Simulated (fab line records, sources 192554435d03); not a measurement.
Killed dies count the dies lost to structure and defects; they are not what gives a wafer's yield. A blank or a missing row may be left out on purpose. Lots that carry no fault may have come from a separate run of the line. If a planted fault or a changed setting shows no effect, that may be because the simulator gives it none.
fab line records	flow n5-finfet
record lots=9	wafers=26	last-day=18
route steps=1938 shown BEOL_M2@890 BEOL_M4@1111
lots that met no fault: taken from a fault-free run of the same line
start-h: hours from the record's first day to the start of the lot's first wafer shown	wait-h: hours elapsed since this lot's preceding step	" the same as in the row above	L1.1+2: one row covering several wafers at once	- no value present, or no start provided	* or withheld: withheld	< > ~ a bound
route shown NAME@n: NAME is a module with steps in the file, n the number in the route of the first one	usual: mean/standard deviation taken from wafers without a fault	same: alike in all rows	chamber/n: place in a boat	sites: readings site by site	_std_site: standard deviation of those values	_edge_site: outer sites' mean less inner sites'	radius-mm: how far each site lies from the wafer's centre	mask NAME#n: copy n	behind: tool/chamber where the wafer was last shaped	hold: why the lot went on hold/how many hours it stayed there/how the hold came to an end	device: transistor that didn't switch, given as n, p or np	end of line: at the end of the route, the tests of the same wafers	a step with no rows: only its recipe	killed: at the first sort, the dies lost to defects and structure; wafer yield is something else	map: shows each die of a wafer: x if killed, . if not, _ if none is there
set.NAME: the setting as run; set.NAME@STEP: as run at that earlier step	model.NAME: the simulator's own value behind a step, which no gauge read
a sample of lots followed through the steps of the route, with each step as a table and each wafer as a row
services: when a tool's chamber went out of use (start-h, in hours from the record's first day, below 0 if earlier), for how many hours, and the reason
## steps
# step N5_BEOL_M2_TRENCH_ETCH_37
# recipe chemistry=C4F6/O2	target-depth-a=555.55	target=SiOC	time-s=29.2	ion-energy-ev=250	pressure-mtorr=30	source-w=355	bias-w=185	Ar_flow_sccm=300	C4F6_flow_sccm=10	O2_flow_sccm=10
# usual drypump-motor-current-A=5.7/0.5	mfc-ar-sccm=299.9/0.86	oes_ar_750_au=0.77/0.084	oes_o_777_au=0.77/0.083	oes-product-au=0.77/0.089	rf-vpp-V=665/4.7	showerhead-plenum-p-Torr=2.80/0.038	throttle-valve-pct=20.90/0.25
lot.wafer	tool	chamber	start-h	wait-h	drypump-motor-current-A	mfc-ar-sccm	oes_ar_750_au	oes_o_777_au	oes-product-au	rf-hours-counter-h	rf-vpp-V	showerhead-plenum-p-Torr	throttle-valve-pct
L370.3	rie-diel-02	1	-	-	6.1	299.4	0.73	0.73	0.74	154	670	2.85	20.62
L370.4	"	0	"	"	5.7	299.9	0.78	0.78	0.79	104	665	2.76	20.88
L370.6	"	0	"	"	5.7	299.7	0.79	0.78	0.80	-	665	2.76	20.86
L375.3	rie-diel-05	2	-	-	5.2	299.6	0.72	0.72	0.72	178	666	2.72	20.91
L375.5	"	2	"	"	5.2	299.1	0.72	0.72	0.72	-	667	2.72	20.91
L382.2	rie-diel-01	0	-	-	6.5	301.2	0.84	0.84	0.85	60	666	2.78	20.45
L382.4	"	3	"	"	4.8	300.7	0.72	0.71	0.71	-	670	2.82	21.08
L382.6	"	0	"	"	6.5	301.2	0.84	0.84	0.84	-	666	2.78	20.45
L385.1	rie-diel-02	2	-	-	5.9	298.9	0.72	0.72	0.72	193	658	2.83	21.34
L385.4	"	3	"	"	6.1	300.6	0.76	0.75	0.75	139	664	2.86	20.81
L385.6	"	2	"	"	5.9	298.5	0.72	0.71	0.72	-	657	2.83	21.35
L383.2	rie-diel-05	3	-	-	5.8	299.8	0.68	0.68	0.69	244	664	2.80	21.31
L383.3	"	2	"	"	5.2	300.0	0.70	0.70	0.70	205	666	2.70	20.98
L383.6	"	3	"	"	5.8	300.0	0.68	0.68	0.68	-	663	2.80	21.33
L386.3	rie-diel-01	3	-	-	4.8	299.7	0.71	0.70	0.71	224	671	2.82	21.11
L386.4	"	3	"	"	4.8	300.5	0.71	0.70	0.71	-	671	2.82	21.10
L386.6	"	2	"	"	5.7	299.5	0.89	0.88	0.90	-	659	2.79	20.94
L389.2	rie-diel-02	0	-	-	5.6	299.3	0.75	0.75	0.75	143	663	2.74	20.93
L389.5	"	2	"	"	6.0	299.3	0.71	0.70	0.70	-	660	2.83	21.37
L389.6	"	1	"	"	6.1	299.1	0.70	0.70	0.70	-	670	2.83	20.69
L390.1	rie-diel-02	2	-	-	6.0	300.2	0.71	0.70	0.71	208	660	2.83	21.36
L390.2	"	3	"	"	6.1	301.0	0.75	0.75	0.74	153	665	2.85	20.84
L390.3	"	0	"	"	5.6	300.5	0.74	0.75	0.76	147	664	2.74	20.95
L391.1	rie-diel-02	2	-	-	6.0	299.2	0.71	0.70	0.70	210	657	2.83	21.39
L391.2	"	1	"	"	6.1	297.8	0.70	0.70	0.69	200	669	2.82	20.70
L391.4	"	0	"	"	5.7	300.9	0.74	0.74	0.75	149	664	2.74	20.94
# step N5_BEOL_M2_STRIP_97
# recipe chemistry=N2/H2	time-s=10	power-w=450	temp-c=40	pressure-mtorr=20	rf-frequency-hz=6e+07	bias-power-w=7	n2-flow-sccm=200	h2-flow-sccm=200
# usual drypump-motor-current-A=5.7/0.49	oes-product-au=0.77/0.089	rf-vpp-V=59.0/0.91	showerhead-plenum-p-Torr=2.50/0.035	throttle-valve-pct=23.64/0.28
lot.wafer	tool	chamber	start-h	wait-h	drypump-motor-current-A	oes-product-au	rf-hours-counter-h	rf-vpp-V	showerhead-plenum-p-Torr	throttle-valve-pct
L370.3	rie-diel-02	1	-	-	6.1	0.73	154	59.2	2.55	23.50
L370.4	"	0	"	"	5.6	0.79	104	58.1	2.45	23.51
L370.6	"	0	"	"	5.6	0.79	-	57.9	2.45	23.48
L375.3	rie-diel-05	2	-	-	5.2	0.72	178	59.0	2.43	23.77
L375.5	"	2	"	"	5.1	0.73	-	58.1	2.43	23.77
L382.2	rie-diel-01	0	-	-	6.5	0.84	60	60.0	2.48	23.15
L382.4	"	3	"	"	4.8	0.72	-	59.6	2.51	23.96
L382.6	"	0	"	"	6.6	0.85	-	58.8	2.48	23.18
L385.1	rie-diel-02	2	-	-	6.0	0.72	193	60.2	2.52	24.09
L385.4	"	3	"	"	6.1	0.75	139	60.4	2.55	23.47
L385.6	"	2	"	"	5.9	0.72	-	59.2	2.52	24.11
L383.2	rie-diel-05	3	-	-	5.8	0.68	244	56.8	2.49	23.96
L383.3	"	2	"	"	5.1	0.70	205	58.3	2.42	23.81
L383.6	"	3	"	"	5.8	0.69	-	60.0	2.49	23.98
L386.3	rie-diel-01	3	-	-	4.8	0.71	224	57.3	2.51	23.98
L386.4	"	3	"	"	4.8	0.71	-	58.9	2.51	23.99
L386.6	"	2	"	"	5.7	0.90	-	58.8	2.48	23.53
L389.2	rie-diel-02	0	-	-	5.7	0.75	143	57.5	2.44	23.56
L389.5	"	2	"	"	6.0	0.71	-	58.1	2.52	24.11
L389.6	"	1	"	"	6.1	0.69	-	58.9	2.53	23.53
L390.1	rie-diel-02	2	-	-	6.0	0.71	208	58.3	2.52	24.12
L390.2	"	3	"	"	6.1	0.74	153	59.2	2.54	23.49
L390.3	"	0	"	"	5.7	0.75	147	59.0	2.43	23.57
L391.1	rie-diel-02	2	-	-	6.0	0.71	210	58.5	2.52	24.13
L391.2	"	1	"	"	6.1	0.70	200	59.7	2.53	23.56
L391.4	"	0	"	"	5.6	0.75	149	59.0	2.43	23.57
# step N5_BEOL_M2_ALD_84
# recipe material=TaN	target-thk-a=*	temp-c=275	ald-precursor-family=PDMAT	ald-co-reactant=NH3	pressure-torr=3	carrier-flow-sccm=1500	pulse-time-s=2	purge-time-s=3	co-reactant-purge-time-s=2	co-reactant-pulse-time-s=3	ald-cycles=30	precursor-vessel-temp-c=75	precursor-vessel-pressure-torr=26.25	precursor-vessel-carrier-sccm=1000
# usual heater-power-w=431/47	precursor-vessel-temp-c=74.99/0.13	pulse-time-s=2/0
# same co-reactant-purge-time-s=2
lot.wafer	tool	chamber	start-h	wait-h	heater-power-w	precursor-vessel-temp-c	pulse-time-s
L370.3	ald-metal-03	2	157.86	0.0	512	74.95	2
L370.4	"	3	"	"	356	75.03	2
L370.6	"	2	"	"	509	74.92	2
L375.3	ald-metal-03	1	186.82	0.0	373	75.14	1.8893
L375.5	"	0	"	"	419	74.85	2
L382.2	ald-metal-04	3	227.99	0.0	400	75.38	2
L382.4	"	1	"	"	450	74.99	2
L382.6	"	1	"	"	463	74.75	2
L385.1	ald-metal-03	1	247.73	0.0	368	74.81	2
L385.4	"	3	"	"	351	74.88	2
L385.6	"	0	"	"	417	74.93	2
L383.2	ald-metal-01	3	248.47	0.0	383	75.08	2
L383.3	"	2	"	"	466	74.94	2
L383.6	"	2	"	"	450	75.04	2
L386.3	ald-metal-01	0	248.72	0.3	445	74.99	2
L386.4	"	2	"	"	456	74.92	2
L386.6	"	0	"	"	448	74.94	2
L389.2	ald-metal-03	1	274.42	0.0	381	75.26	2
L389.5	"	2	"	"	501	74.93	2
L389.6	"	1	"	"	369	75.06	2
L390.1	ald-metal-01	3	282.50	0.0	385	75.19	2
L390.2	"	2	"	"	459	74.96	2
L390.3	"	0	"	"	437	75.16	2
L391.1	ald-metal-04	1	285.53	0.0	455	74.91	2
L391.2	"	0	"	"	453	75.34	2
L391.4	"	2	"	"	396	75.11	2
# step N5_BEOL_M2_SURFACE_TREAT_85
# recipe gas=Ar	time-s=*	ion-energy-ev=*	ion-current-ma-cm2=0.5	pressure-mtorr=*	ar-flow-sccm=30
# usual throttle-valve-pct=*
lot.wafer	tool	chamber	start-h	wait-h	throttle-valve-pct
L370.3	pvd-sputter-03	-	158.09	0.1	*
L370.4	"	-	"	"	*
L370.6	"	-	"	"	*
L375.3	pvd-sputter-02	-	187.06	0.1	*
L375.5	"	-	"	"	*
L382.2	pvd-sputter-01	-	228.24	0.2	*
L382.4	"	-	"	"	*
L382.6	"	-	"	"	*
L385.1	pvd-sputter-01	-	248.21	0.4	*
L385.4	"	-	"	"	*
L385.6	"	-	"	"	*
L383.2	pvd-sputter-03	-	248.81	0.2	*
L383.3	"	-	"	"	*
L383.6	"	-	"	"	*
L386.3	pvd-sputter-03	-	248.95	0.1	*
L386.4	"	-	"	"	*
L386.6	"	-	"	"	*
L389.2	pvd-sputter-02	-	274.71	0.2	*
L389.5	"	-	"	"	*
L389.6	"	-	"	"	*
L390.1	pvd-sputter-02	-	282.72	0.1	*
L390.2	"	-	"	"	*
L390.3	"	-	"	"	*
L391.1	pvd-sputter-01	-	285.76	0.1	*
L391.2	"	-	"	"	*
L391.4	"	-	"	"	*
# step N5_BEOL_M4_RC_MEAS_101
# usual DIBL_N=36.5/1.4	DIBL_P=36.5/1.6	IOFF_N=0.163/0.022	IOFF_P=0.219/0.029	ION_N=675/8.3	ION_P=464/6.2	SS_N=71.5/0.52	SS_P=73.4/0.57	VT_N=249.7/2.6	VT_P=-250/3
lot.wafer	tool	chamber	start-h	wait-h	DIBL_N[mV/V]	DIBL_P[mV/V]	IOFF_N[nA/um]	IOFF_P[nA/um]	ION_N[uA/um]	ION_P[uA/um]	SS_N[mV/dec]	SS_P[mV/dec]	VT_N[mV]	VT_P[mV]
L370.3	prober-01	0	183.48	0.3	37.4	38.1	0.189	0.216	673	455	72.7	73.7	247.7	-251
L370.4	"	0	"	"	34.2	34.8	0.134	0.174	666	453	71.4	73.3	251.4	-255
L370.6	"	0	"	"	36.5	38.0	0.174	0.213	676	461	72.3	73.4	250.6	-251
L375.3	prober-01	0	213.32	0.3	36.9	36.2	0.172	0.197	666	454	72.1	73.3	251.5	-250
L375.5	"	0	"	"	35.8	35.2	0.154	0.188	666	454	70.6	73.4	250.5	-251
L382.2	prober-02	0	258.71	0.2	34.4	35.2	0.136	0.204	666	464	71.6	73.7	253.6	-250
L382.4	"	0	"	"	35.7	37.0	0.159	0.217	682	461	71.2	73.5	253.2	-250
L382.6	"	0	"	"	35.8	36.9	0.158	0.223	670	466	71.7	73.5	249.6	-249
L385.1	prober-02	0	271.91	0.0	37.0	38.0	0.185	0.256	686	470	71.1	73.8	248.4	-249
L385.4	"	0	"	"	37.5	37.7	0.187	0.247	677	460	72.3	73.7	250.2	-247
L385.6	"	0	"	"	37.3	37.9	0.180	0.249	680	467	71.8	73.4	248.8	-246
L383.2	prober-01	0	279.40	0.2	38.6	37.1	0.181	0.226	682	462	72.3	73.7	246.5	-251
L383.3	"	0	"	"	38.1	36.5	0.173	0.205	678	456	72.3	73.7	248.6	-253
L383.6	"	0	"	"	38.4	36.5	0.177	0.205	665	450	71.2	73.2	249.0	-254
L386.3	prober-01	0	283.00	0.3	37.9	38.8	0.177	0.227	684	464	71.6	73.8	247.7	-250
L386.4	"	0	"	"	38.4	39.5	0.187	0.243	682	465	71.8	74.3	247.3	-249
L386.6	"	0	"	"	39.1	39.8	0.197	0.247	685	468	71.8	74.1	247.4	-246
L389.2	prober-01	0	298.36	0.2	35.9	37.2	0.158	0.203	675	467	71.4	73.2	251.6	-253
L389.5	"	0	"	"	34.6	35.2	0.136	0.166	668	458	70.9	73.3	251.9	-258
L389.6	"	0	"	"	36.0	37.6	0.166	0.203	682	463	71.8	73.5	249.8	-252
L390.1	prober-02	0	310.36	0.0	35.7	37.9	0.170	0.230	681	472	72.5	73.4	250.1	-248
L390.2	"	0	"	"	33.3	34.6	0.127	0.184	675	467	71.0	72.6	252.1	-251
L390.3	"	0	"	"	35.0	36.6	0.151	0.217	675	465	71.1	73.3	250.0	-249
L391.1	prober-02	0	316.72	0.0	36.6	35.7	0.149	0.218	661	460	71.8	73.4	251.6	-250
L391.2	"	0	"	"	37.2	36.7	0.164	0.243	665	458	72.8	73.9	250.0	-248
L391.4	"	0	"	"	34.9	33.8	0.132	0.196	667	467	71.7	72.7	254.0	-251
## services
tool	chamber	start-h	hours	kind
rie-diel-01	2	136.93	-	clean
rie-diel-01	2	136.93	-	consumable-replace:focus-ring
rie-diel-01	2	136.93	22.3	scheduled-down
rie-diel-01	2	136.93	22.3	vent-cycle
rie-diel-05	0	141.50	9.7	repair
pvd-sputter-01	-	141.96	1.9	repair
ald-metal-04	1	147.14	3.4	repair
ald-metal-03	1	150.45	11.6	repair
ald-metal-04	0	151.62	19.0	repair
rie-diel-05	1	163.92	15.8	repair
rie-diel-05	1	184.07	-	clean
rie-diel-05	1	184.07	-	consumable-replace:focus-ring
rie-diel-05	1	184.07	21.9	scheduled-down
ald-metal-04	-	199.22	1.0	repair
rie-diel-01	0	205.00	10.7	repair
rie-diel-05	3	217.36	2.8	repair
rie-diel-01	1	226.12	7.0	repair
rie-diel-01	1	233.20	-	clean
rie-diel-01	1	233.20	-	consumable-replace:focus-ring
rie-diel-01	1	233.20	23.2	scheduled-down
rie-diel-01	1	233.20	23.2	vent-cycle
ald-metal-04	1	235.12	6.6	repair
rie-diel-05	-	271.96	10.0	pm
ald-metal-04	3	273.42	4.0	repair
## key
first-sign step=N5_BEOL_M2_ALD_84	reading=pulse-time-s	direction=down	sigmas=99+	usual=*	struck=*
effect none on later readings
met-at N5_BEOL_M2_ALD_84
struck-lots L375
struck-wafers L375.3
not-acting-at N5_BEOL_M2_TRENCH_ETCH_37,N5_BEOL_M2_STRIP_97,N5_BEOL_M2_SURFACE_TREAT_85
onset-between 157.86 186.82
fault kind=process-parameter-drift	tool=ald-metal-03	chamber=-	onset-h=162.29	steps=N5_BEOL_M2_ALD_84	channel=pulse-time-s	offset=*	shape=step	end-h=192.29	scope=struck-wafers-only	acts-in=*	stated=*
